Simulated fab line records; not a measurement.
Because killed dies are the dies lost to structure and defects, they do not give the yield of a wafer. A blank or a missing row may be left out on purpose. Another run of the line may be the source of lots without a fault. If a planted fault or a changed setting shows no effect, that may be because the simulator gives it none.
fab line records | flow n5-finfet
[record] lots = 9 wafers = 26 last-day = 17
route steps=1938 shown BEOL_M4@1111 TV_OPEN@1889 PASSIVATION@1909
lots untouched by any fault: they come from a run of this same line in which no faults occurred
start-h: start of the lot's first displayed wafer, in hours after the record's first day | wait-h: hours from the lot's prior step to this one | " as in the row above | L1.1+2: a single row standing in for several wafers | - no value, or no start given | * or withheld: withheld | < > ~ a bound
route shown NAME@n: NAME is a module with steps in the file, n the number in the route of the first one | usual: average and standard deviation across the fault-free wafers | same: alike in all rows | chamber/n: place in a boat | sites: each site's reading | _std_site: how widely they spread, as a standard deviation | _edge_site: inner sites' mean taken away from outer sites' mean | radius-mm: for every site, how far away it sits from the centre of the wafer | mask NAME#n: copy n | behind: the tool/chamber that last shaped the wafer | hold: cause of the lot's hold/its duration in hours/its outcome | device: names the non-switching transistor (n, p or np) | end of line: the route-end tests of the same wafers | where a step has no rows: the recipe by itself | killed: count of dies lost to structure and defects at first sort (not the wafer's yield) | map: a wafer's dies, x killed, . not, _ none there
set.NAME: the setting as run; set.NAME@STEP: as run at that earlier step | model.NAME: the simulator's own value behind a step, which no gauge read
one table for each step of the route and one row for each wafer, over a sample of lots
services: from which hour (start-h, from the record's first day; less than 0 if before it) a tool's chamber was out of use, for how many hours, and why
[[steps]]
[step N5_BEOL_M4_RC_MEAS_101]
[usual] DIBL_N = 37.1/1.9 DIBL_P = 37.2/2.3 IOFF_N = 0.18/0.04 IOFF_P = 0.23/0.044 ION_N = 682/11 ION_P = 468/8.6 SS_N = 71.9/0.68 SS_P = 73.5/0.74 VT_N = 248/3.4 VT_P = -248/3.4
// columns lot.wafer tool chamber start-h wait-h DIBL_N[mV/V] DIBL_P[mV/V] IOFF_N[nA/um] IOFF_P[nA/um] ION_N[uA/um] ION_P[uA/um] SS_N[mV/dec] SS_P[mV/dec] VT_N[mV] VT_P[mV]
L830.2 prober-02 0 187.97 0.2 38.1 37.6 0.21 0.31 687 479 72.3 74.1 246 -240
L830.3 " 0 " " 35.6 34.7 0.15 0.24 673 473 71.4 73.8 248 -245
L830.6 " 0 " " 35.8 34.2 0.16 0.24 680 473 70.9 73.1 247 -246
L831.2 prober-01 0 190.67 0.2 36.9 36.5 0.16 0.24 675 468 72.0 73.9 249 -244
L831.3 " 0 " " 37.0 37.8 0.17 0.28 681 473 72.5 74.3 250 -245
L831.5 " 0 " " 34.1 34.2 0.12 0.20 673 469 70.9 72.2 253 -248
L829.1 prober-02 0 191.06 0.2 33.6 34.6 0.13 0.19 662 461 71.1 73.4 254 -249
L829.2 " 0 " " 35.1 36.4 0.16 0.22 683 468 71.5 74.3 251 -245
L829.3 " 0 " " 34.7 36.5 0.15 0.22 676 475 71.6 73.2 252 -249
L836.1 prober-02 0 216.78 0.0 35.6 34.3 0.13 0.16 683 460 71.8 72.7 252 -254
L836.3 " 0 " " 36.6 35.9 0.17 0.19 696 481 71.9 72.9 249 -253
L836.6 " 0 " " 37.1 36.2 0.17 0.20 693 474 71.8 73.7 248 -252
L837.1 prober-01 0 226.21 0.0 36.6 38.5 0.17 0.20 685 461 71.6 74.0 249 -254
L837.5 " 0 " " 34.3 37.1 0.14 0.18 676 461 70.7 73.0 254 -251
L837.6 " 0 " " 34.6 35.9 0.14 0.17 675 456 71.0 72.0 251 -255
L845.1 prober-01 0 280.75 0.0 38.3 37.5 0.19 0.26 698 484 71.2 74.0 245 -244
L845.2 " 0 " " 40.2 38.8 0.24 0.30 688 465 72.5 74.3 244 -245
L845.6 " 0 " " 40.9 40.6 0.25 0.33 693 476 72.6 73.9 244 -244
L847.1 prober-01 0 292.97 0.0 37.6 40.2 0.21 0.29 688 473 72.1 74.6 246 -246
L847.5 " 0 " " 37.4 39.5 0.19 0.26 681 464 71.8 74.0 247 -246
L847.6 " 0 " " 41.7 43.6 0.32 0.37 699 477 73.5 75.8 240 -244
L849.1 prober-01 0 294.81 0.0 36.3 37.3 0.19 0.26 689 471 72.2 73.4 246 -245
L849.5 " 0 " " 32.8 33.6 0.13 0.20 652 457 71.2 71.7 253 -250
L850.2 prober-02 0 297.97 0.2 36.4 36.7 0.17 0.21 672 459 71.2 73.0 248 -252
L850.3 " 0 " " 36.8 36.7 0.17 0.22 671 454 72.2 73.5 248 -250
L850.6 " 0 " " 37.0 37.2 0.18 0.23 675 460 71.9 73.8 247 -250
[step N5_PASSIVATION_STRIP_14]
[recipe] chemistry = O2 power-w = 600 temp-c = 60 pressure-mtorr = 30 rf-frequency-hz = 6e+07 bias-power-w = 0 overash-fraction = 0.5 o2-flow-sccm = 225
[usual] drypump-motor-current-A = 5.8/0.4 oes-product-au = 0.77/0.057 rf-vpp-V = 3.6/0.91 showerhead-plenum-p-Torr = 2.14/0.089 throttle-valve-pct = 16.72/0.27
// columns lot.wafer tool chamber start-h wait-h drypump-motor-current-A oes-product-au rf-hours-counter-h rf-vpp-V showerhead-plenum-p-Torr throttle-valve-pct
L830.2 rie-diel-02 0 276.67 0.1 5.1 0.73 187 2.2 2.20 17.04
L830.3 " 1 " " 5.6 0.85 77 4.0 2.24 16.55
L830.6 " 1 " " 5.6 0.87 - 2.5 2.24 16.52
L831.2 rie-diel-04 0 281.51 0.1 5.6 0.86 44 5.1 2.06 16.44
L831.3 " 2 " " 5.3 0.79 124 3.9 2.01 16.80
L831.5 " 0 " " 5.6 0.86 - 5.3 2.06 16.46
L829.1 rie-diel-02 3 293.89 0.1 5.8 0.80 98 3.9 2.22 16.28
L829.2 " 0 " " 5.1 0.72 193 4.3 2.19 17.07
L829.3 " 1 " " 5.6 0.84 83 5.2 2.24 16.54
L836.1 rie-diel-06 0 316.62 0.1 5.6 0.69 234 4.0 2.01 16.98
L836.3 " 2 " " 6.0 0.78 124 4.4 2.21 16.63
L836.6 " 0 " " 5.6 0.69 - 4.3 2.01 16.98
L837.1 rie-diel-02 3 322.16 0.1 5.9 0.79 108 2.5 2.22 16.34
L837.5 " 3 " " 5.9 0.79 - 2.1 2.22 16.31
L837.6 " 0 " " 5.1 0.71 - 4.9 2.19 17.07
L845.1 rie-diel-06 3 375.33 0.1 5.6 0.70 225 3.9 2.16 16.76
L845.2 " 2 " " 6.0 0.77 143 4.4 2.21 16.69
L845.6 " 3 " " 5.6 0.71 - 4.2 2.16 16.75
L847.1 rie-diel-02 3 390.71 0.1 5.9 0.76 130 3.4 2.21 16.33
L847.5 " 3 " " 5.9 0.77 - 3.9 2.21 16.41
L847.6 " 2 " " 6.5 0.73 - 3.1 2.01 17.14
L849.1 rie-diel-02 1 391.19 0.1 5.6 0.81 114 4.8 2.23 16.59
L849.5 " 1 " " 5.6 0.82 - 3.9 2.23 16.59
L850.2 rie-diel-06 3 396.48 0.1 5.6 0.71 233 2.4 2.16 16.76
L850.3 " 2 " " 6.0 0.76 152 4.5 2.20 16.67
L850.6 " 0 " " 5.6 0.95 - 4.7 2.27 16.60
[step N5_PASSIVATION_ETCH_15]
[recipe] chemistry = CF4/N2 target = SiCN target-depth-a = 750 taper-deg = 2 time-s = 81.2 ion-energy-ev = 150 mask-material = SiNx pressure-mtorr = 40 source-w = 430 bias-w = 70 Ar_flow_sccm = 100 cf4-flow-sccm = 60 n2-flow-sccm = 60
[usual] drypump-motor-current-A = 5.8/0.4 oes-product-au = 0.77/0.058 rf-vpp-V = 383.0/2.2 showerhead-plenum-p-Torr = 2.23/0.087 throttle-valve-pct = 15.42/0.25
// columns lot.wafer tool chamber start-h wait-h drypump-motor-current-A oes-product-au rf-hours-counter-h rf-vpp-V showerhead-plenum-p-Torr throttle-valve-pct
L830.2 rie-diel-02 0 - - 5.1 0.73 187 385.5 2.30 15.74
L830.3 " 1 " " 5.6 0.85 77 385.3 2.33 15.16
L830.6 " 1 " " 5.6 0.85 - 385.3 2.33 15.16
L831.2 rie-diel-04 0 - - 5.6 0.86 44 382.5 2.14 15.11
L831.3 " 2 " " 5.4 0.79 124 380.0 2.12 15.54
L831.5 " 0 " " 5.6 0.86 - 380.8 2.14 15.11
L829.1 rie-diel-02 3 - - 5.9 0.81 98 384.9 2.33 15.09
L829.2 " 0 " " 5.1 0.73 193 383.0 2.29 15.77
L829.3 " 1 " " 5.6 0.84 83 385.9 2.33 15.18
L836.1 rie-diel-06 0 - - 5.6 0.69 235 379.9 2.08 15.60
L836.3 " 2 " " 6.0 0.78 124 384.9 2.30 15.26
L836.6 " 0 " " 5.6 0.68 - 380.0 2.08 15.59
L837.1 rie-diel-02 3 - - 5.9 0.80 108 384.0 2.33 15.12
L837.5 " 3 " " 5.9 0.80 - 382.7 2.32 15.10
L837.6 " 0 " " 5.1 0.72 - 384.4 2.29 15.79
L845.1 rie-diel-06 3 - - 5.6 0.71 225 383.8 2.26 15.48
L845.2 " 2 " " 6.0 0.76 143 384.5 2.29 15.31
L845.6 " 3 " " 5.6 0.71 - 384.5 2.26 15.48
L847.1 rie-diel-02 3 - - 5.9 0.78 130 385.1 2.32 15.13
L847.5 " 3 " " 5.8 0.78 - 384.9 2.32 15.13
L847.6 " 2 " " 6.5 0.73 - 379.9 2.11 15.84
L849.1 rie-diel-02 1 - - 5.6 0.82 114 384.1 2.31 15.23
L849.5 " 1 " " 5.6 0.81 - 385.2 2.31 15.23
L850.2 rie-diel-06 3 - - 5.6 0.71 233 383.3 2.25 15.49
L850.3 " 2 " " 6.0 0.75 152 383.8 2.29 15.33
L850.6 " 0 " " 5.6 0.96 - 386.2 2.34 15.15
[step N5_PASSIVATION_AL_ETCH_33]
[recipe] chemistry = Cl2/BCl3 target-depth-a = 28000 over-etch-frac = 0.15 Cl2_flow_sccm = 180 bcl3-flow-sccm = 60 target = Al stop-on = TaN time-s = 466.7 ion-energy-ev = 100 pressure-mtorr = 10 icp-w = 900 bias-w = 100
[usual] drypump-motor-current-A = 5.9/0.49 oes-product-au = 0.71/0.076 throttle-valve-pct = 34.33/0.19
// columns lot.wafer tool chamber start-h wait-h drypump-motor-current-A oes-product-au rf-hours-counter-h throttle-valve-pct
L830.2 rie-metal-02 1 278.55 0.1 5.1 0.82 3 34.36
L830.3 " 1 " " 5.1 0.83 - 34.35
L830.6 " 1 " " 5.1 0.83 - 34.35
L831.2 rie-metal-03 1 283.03 0.1 5.9 0.77 17 33.90
L831.3 " 0 " " 5.6 0.62 - 34.57
L831.5 " 0 " " 5.6 0.61 - 34.60
L829.1 rie-metal-03 1 295.26 0.1 5.9 0.77 19 33.91
L829.2 " 0 " " 5.6 0.61 94 34.57
L829.3 " 0 " " 5.6 0.61 - 34.58
L836.1 rie-metal-03 1 317.99 0.1 5.9 0.75 21 33.93
L836.3 " 1 " " 5.9 0.76 - 33.92
L836.6 " 0 " " 5.6 0.61 - 34.60
L837.1 rie-metal-02 0 323.44 0.1 6.0 0.67 56 34.31
L837.5 " 0 " " 6.0 0.67 - 34.34
L837.6 " 1 " " 5.1 0.81 - 34.34
L845.1 rie-metal-02 0 377.17 0.1 6.0 0.65 62 34.40
L845.2 " 1 " " 5.2 0.77 13 34.34
L845.6 " 0 " " 6.0 0.65 - 34.34
L847.1 rie-metal-02 1 392.18 0.1 5.1 0.78 15 34.32
L847.5 " 1 " " 5.1 0.78 - 34.35
L847.6 " 0 " " 6.0 0.66 - 34.32
L849.1 rie-metal-02 1 392.87 0.1 5.1 0.77 16 34.33
L849.5 " 0 " " 6.0 0.65 - 34.32
L850.2 rie-metal-02 0 397.91 0.1 6.0 0.65 65 34.36
L850.3 " 1 " " 5.1 0.77 - 34.35
L850.6 " 1 " " 5.1 0.77 - 34.36
[step N5_PASSIVATION_PECVD_53]
[recipe] material = SiO2 target-thk-a = 8000 temp-c = 400 precursor = TEOS/O2 pressure-torr = 6.5 rf-w = withheld teos-flow-sccm = withheld gas = O2 flow-sccm = 2650 time-s = 169.4
[usual] run-length-s = 197.5/0.6
// columns lot.wafer tool chamber start-h wait-h run-length-s
L830.2 pecvd-02 0 279.75 0.0 197.2
L830.3 " 1 " " 197.7
L830.6 " 0 " " 197.3
L831.2 pecvd-03 2 284.13 0.0 196.2
L831.3 " 1 " " 198.5
L831.5 " 0 " " 197.0
L829.1 pecvd-02 0 296.46 0.0 197.0
L829.2 " 2 " " 197.6
L829.3 " 2 " " 198.0
L836.1 pecvd-01 2 319.00 0.0 197.0
L836.3 " 1 " " 197.8
L836.6 " 2 " " 197.5
L837.1 pecvd-02 2 324.46 0.0 198.0
L837.5 " 1 " " 197.4
L837.6 " 0 " " 197.0
L845.1 pecvd-02 2 378.30 0.0 279.0
L845.2 " 1 " " 278.2
L845.6 " 0 " " 196.9
L847.1 pecvd-01 1 393.41 0.0 197.5
L847.5 " 0 " " 197.8
L847.6 " 2 " " 197.1
L849.1 pecvd-03 0 394.05 0.0 197.4
L849.5 " 2 " " 196.5
L850.2 pecvd-03 2 398.94 0.0 196.6
L850.3 " 1 " " 198.1
L850.6 " 0 " " 197.0
[step N5_PASSIVATION_PROBE_49]
[usual] defect-limited-yield = 91.5/1.4 killed_at_M0_to_M3 = 32/9.7 killed_at_M4_up = 14/5.3 killed-at-contacts = 11/6 killed-at-front-end = 39/14 killed-at-other = 3.3/2.7 killed-dies = 100/17 killed-on-rim = 14/4 killed-open = 66/13 killed-short = 32/7.4 sort_bin_4_leakage = 0.02/0.16 sort_bin_5_function = 4.9/0.9 sort_bin_6_memory = 3.2/0.72 sort_bin_8_speed = 0.00/0.0071 sort-n-pass = 1080/17 sort-yield-pct = 91.5/1.4
[same] gross-dies = 1180 killed-at-back-side = 0
// columns lot.wafer tool chamber start-h wait-h defect-limited-yield[%] killed_at_M0_to_M3 killed_at_M4_up killed-at-contacts killed-at-front-end killed-at-other killed-dies killed-on-rim killed-open killed-short sort_bin_4_leakage[%] sort_bin_5_function[%] sort_bin_6_memory[%] sort_bin_8_speed[%] sort-n-pass sort-yield-pct[%]
L831.2 prober-02 - 288.02 0.1 89.7 43 15 11 50 2 121 16 77 42 0 6.8 3.1 0 1059 89.7
L831.3 prober-02 - 288.07 0.1 90.6 44 14 7 42 4 111 20 68 40 0 5.6 3.3 0 1069 90.6
L831.5 prober-02 - 288.17 0.2 90.9 33 10 7 56 1 107 21 70 36 0 4.7 4.0 0 1073 90.9
L836.1 prober-02 - 322.81 0.0 91.1 25 14 23 41 2 105 9 73 31 0 5.6 3.1 0 1075 91.1
L836.3 prober-02 - 322.91 0.1 92.5 30 10 28 21 0 89 17 56 32 0 4.5 2.6 0 1091 92.5
L836.6 prober-02 - 323.06 0.3 90.0 59 18 18 20 3 118 12 90 27 0 6.2 3.6 0 1062 90.0
L837.1 prober-01 - 328.69 0.0 89.5 37 12 12 62 1 124 20 81 40 0 5.9 4.1 0 1056 89.5
L837.5 prober-01 - 328.89 0.2 90.4 25 11 22 51 4 113 18 73 39 0 5.8 3.6 0 1067 90.4
L837.6 prober-01 - 328.94 0.3 89.4 34 11 17 54 9 125 14 88 36 0 6.4 3.8 0 1055 89.4
L845.1 prober-01 - 382.38 0.0 0 29 16 17 49 1069 1180 152 82 30 0 96.1 3.8 0 0 0
L845.2 prober-01 - 382.43 0.1 0 25 11 14 82 1048 1180 152 83 50 0 95.4 4.4 0 0 0
L845.6 prober-01 - 382.63 0.3 90.5 47 13 12 36 4 112 14 82 28 0.08 5.1 4.1 0 1067 90.4
L850.2 prober-01 - 403.01 0.1 93.2 21 7 11 41 0 80 11 61 16 0 3.3 2.9 0 1100 93.2
L850.3 prober-01 - 403.06 0.1 92.9 15 11 7 46 5 84 14 50 34 0 4.7 1.9 0 1096 92.9
L850.6 prober-01 - 403.21 0.3 92.0 24 22 13 27 8 94 15 64 30 0 4.7 3.0 0 1086 92.0
// killed by level:class
L831.2 FIN_SAQP:geometric-particle:short=16 BEOL_M0_SAQP:geometric-particle:open=12 DUMMY_GATE:geometric-particle:open=8 MOL_CONTACT_COAG:geometric-particle:open=8 STI_FIN_REVEAL:geometric-particle:open=7 BEOL_M0_SAQP:geometric-particle:short=7 BEOL_M1:geometric-particle:open=7 FIN_SAQP:geometric-particle:open=6
L831.3 BEOL_M0_SAQP:geometric-particle:open=11 FIN_SAQP:geometric-particle:short=9 BEOL_M0_SAQP:geometric-particle:short=8 BEOL_M4:geometric-particle:open=7 GATE_CUT:geometric-particle:short=7 FIN_SAQP:geometric-particle:open=6 BEOL_M2:geometric-particle:open=6 BEOL_M3:geometric-particle:short=6
L831.5 STI_FIN_REVEAL:geometric-particle:open=23 BEOL_M0_SAQP:geometric-particle:open=10 FIN_SAQP:geometric-particle:short=8 BEOL_M0_SAQP:geometric-particle:short=6 GATE_CUT:geometric-particle:short=5 MOL_CONTACT_COAG:geometric-particle:open=5 BEOL_M3:geometric-particle:open=5 DUMMY_GATE:geometric-particle:open=4
L836.1 MOL_CONTACT_COAG:geometric-particle:open=19 STI_FIN_REVEAL:geometric-particle:open=14 BEOL_M2:geometric-particle:open=7 BEOL_M4:geometric-particle:short=7 BEOL_M3:geometric-particle:open=6 FIN_SAQP:geometric-particle:short=5 FIN_SAQP:geometric-particle:open=4 GATE_CUT:geometric-particle:short=4
L836.3 MOL_CONTACT_COAG:geometric-particle:open=22 BEOL_M0_SAQP:geometric-particle:short=9 BEOL_M0_SAQP:geometric-particle:open=7 FIN_SAQP:geometric-particle:short=6 MOL_CONTACT_COAG:geometric-particle:short=6 BEOL_M3:geometric-particle:open=6 BEOL_M2:geometric-particle:open=5 STI_FIN_REVEAL:geometric-particle:open=3
L836.6 MOL_CONTACT_COAG:geometric-particle:open=16 BEOL_M3:geometric-particle:open=14 BEOL_M2:geometric-particle:open=13 BEOL_M0_SAQP:geometric-particle:open=12 BEOL_M4:geometric-particle:open=9 STI_FIN_REVEAL:geometric-particle:open=8 BEOL_M0_SAQP:geometric-particle:short=7 BEOL_M0:geometric-particle:open=6
L837.1 FIN_SAQP:geometric-particle:open=14 STI_FIN_REVEAL:geometric-particle:open=13 MOL_CONTACT_COAG:geometric-particle:open=12 FIN_SAQP:geometric-particle:short=11 BEOL_M0_SAQP:geometric-particle:open=10 BEOL_M0_SAQP:geometric-particle:short=10 DUMMY_GATE:geometric-particle:open=7 BEOL_M2:geometric-particle:open=7
L837.5 FIN_SAQP:geometric-particle:short=16 STI_FIN_REVEAL:geometric-particle:open=15 MOL_CONTACT_COAG:geometric-particle:open=15 BEOL_M0_SAQP:geometric-particle:open=9 BEOL_M4:geometric-particle:open=8 FIN_SAQP:geometric-particle:open=7 MOL_CONTACT_COAG:geometric-particle:short=7 BEOL_M0_SAQP:geometric-particle:short=6
L837.6 STI_FIN_REVEAL:geometric-particle:open=20 MOL_CONTACT_COAG:geometric-particle:open=16 FIN_SAQP:geometric-particle:open=9 BEOL_M0_SAQP:geometric-particle:short=9 STI_FIN_REVEAL:geometric-particle:short=8 BEOL_M2:geometric-particle:open=7 BEOL_M0_SAQP:geometric-particle:open=7 BEOL_M4:geometric-particle:open=7
L845.1 PASSIVATION:area-pecvd=1067 STI_FIN_REVEAL:geometric-particle:open=14 MOL_CONTACT_COAG:geometric-particle:open=13 BEOL_M3:geometric-particle:open=12 FIN_SAQP:geometric-particle:open=10 STI_FIN_REVEAL:geometric-particle:short=6 BEOL_M0_SAQP:geometric-particle:open=6 MOL_CONTACT_COAG:geometric-particle:short=4
L845.2 PASSIVATION:area-pecvd=1047 STI_FIN_REVEAL:geometric-particle:open=24 FIN_SAQP:geometric-particle:open=16 FIN_SAQP:geometric-particle:short=16 MOL_CONTACT_COAG:geometric-particle:open=10 BEOL_M3:geometric-particle:open=7 STI_FIN_REVEAL:geometric-particle:short=6 ILD0:geometric-particle:short=6
L845.6 BEOL_M0_SAQP:geometric-particle:open=20 MOL_CONTACT_COAG:geometric-particle:open=11 BEOL_M0_SAQP:geometric-particle:short=11 STI_FIN_REVEAL:geometric-particle:open=9 FIN_SAQP:geometric-particle:open=8 FIN_SAQP:geometric-particle:short=7 BEOL_M3:geometric-particle:open=6 BEOL_M1:geometric-particle:open=4
L850.2 STI_FIN_REVEAL:geometric-particle:open=13 MOL_CONTACT_COAG:geometric-particle:open=8 FIN_SAQP:geometric-particle:open=7 BEOL_M0_SAQP:geometric-particle:open=7 STARTING-WAFER:geometric-particle:open=6 GATE_CUT:geometric-particle:short=4 BEOL_M0_SAQP:geometric-particle:short=4 BEOL_M3:geometric-particle:open=4
L850.3 STI_FIN_REVEAL:geometric-particle:open=10 GATE_CUT:geometric-particle:short=7 GATE_CUT:geometric-particle:open=6 MOL_CONTACT_COAG:geometric-particle:open=6 FIN_SAQP:geometric-particle:short=5 FIN_SAQP:geometric-particle:open=5 STI_FIN_REVEAL:geometric-particle:short=4 BEOL_M3:geometric-particle:open=4
L850.6 MOL_CONTACT_COAG:geometric-particle:open=11 STI_FIN_REVEAL:geometric-particle:open=8 BEOL_M0_SAQP:geometric-particle:open=7 BEOL_M4:geometric-particle:open=7 BEOL_M5:geometric-particle:open=5 GATE_CUT:geometric-particle:short=4 BEOL_M1:geometric-particle:open=4 PASS1_CAP:geometric-particle:short=4
[[services]]
// columns tool chamber start-h hours kind
rie-metal-02 0 259.68 4.2 repair
rie-diel-04 1 279.44 3.4 repair
pecvd-03 - 291.16 6.0 pm
rie-diel-04 2 293.66 8.2 repair
pecvd-02 1 295.01 5.5 scheduled-down
pecvd-03 0 297.99 2.1 scheduled-down
rie-metal-02 1 307.60 2.2 repair
rie-diel-06 1 311.17 5.3 repair
rie-metal-02 - 328.93 1.4 pm
rie-diel-02 - 332.25 2.8 pm
pecvd-02 - 334.10 1.0 repair
rie-metal-02 - 356.20 0.7 repair
rie-diel-04 0 360.69 4.7 repair
rie-diel-04 2 360.94 2.5 repair
rie-diel-06 0 367.05 - clean
rie-diel-06 0 367.05 - consumable-replace:focus-ring
rie-diel-06 0 367.05 - consumable-replace:showerhead
rie-diel-06 0 367.05 23.0 scheduled-down
rie-diel-06 0 367.05 23.0 vent-cycle
rie-diel-04 1 371.84 5.3 repair
pecvd-03 - 383.88 1.2 repair
rie-metal-03 0 388.74 - clean
pecvd-02 - 393.09 2.1 repair
rie-diel-02 2 394.99 4.1 repair
[[key]]
[first-sign] step = N5_PASSIVATION_PECVD_53 reading = run-length-s direction = up sigmas = 99+ usual = * struck = *
[effect] step = N5_PASSIVATION_PROBE_49 reading = killed-at-other direction = up sigmas = 99+ usual = 3.3 struck = 1058.5
[more-kills-born-at] N5_PASSIVATION_PECVD_53@pecvd-02 = 2114
met-at N5_PASSIVATION_PECVD_53
struck-lots L845
struck-wafers L845.1,L845.2
later-rows-left-out L845.1,L845.2
not-acting-at N5_PASSIVATION_STRIP_14,N5_PASSIVATION_ETCH_15,N5_PASSIVATION_AL_ETCH_33
onset-between 324.46 378.30
[fault] kind = process-parameter-drift tool = pecvd-02 chamber = - onset-h = 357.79 steps = N5_PASSIVATION_PECVD_53 channel = time-s offset = * shape = step end-h = 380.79 scope = struck-wafers-only acts-in = * stated = *
// later-rows-left-out: the simulator's readings of these wafers behind a module that went badly wrong aren't trusted and aren't shown, but for the sort
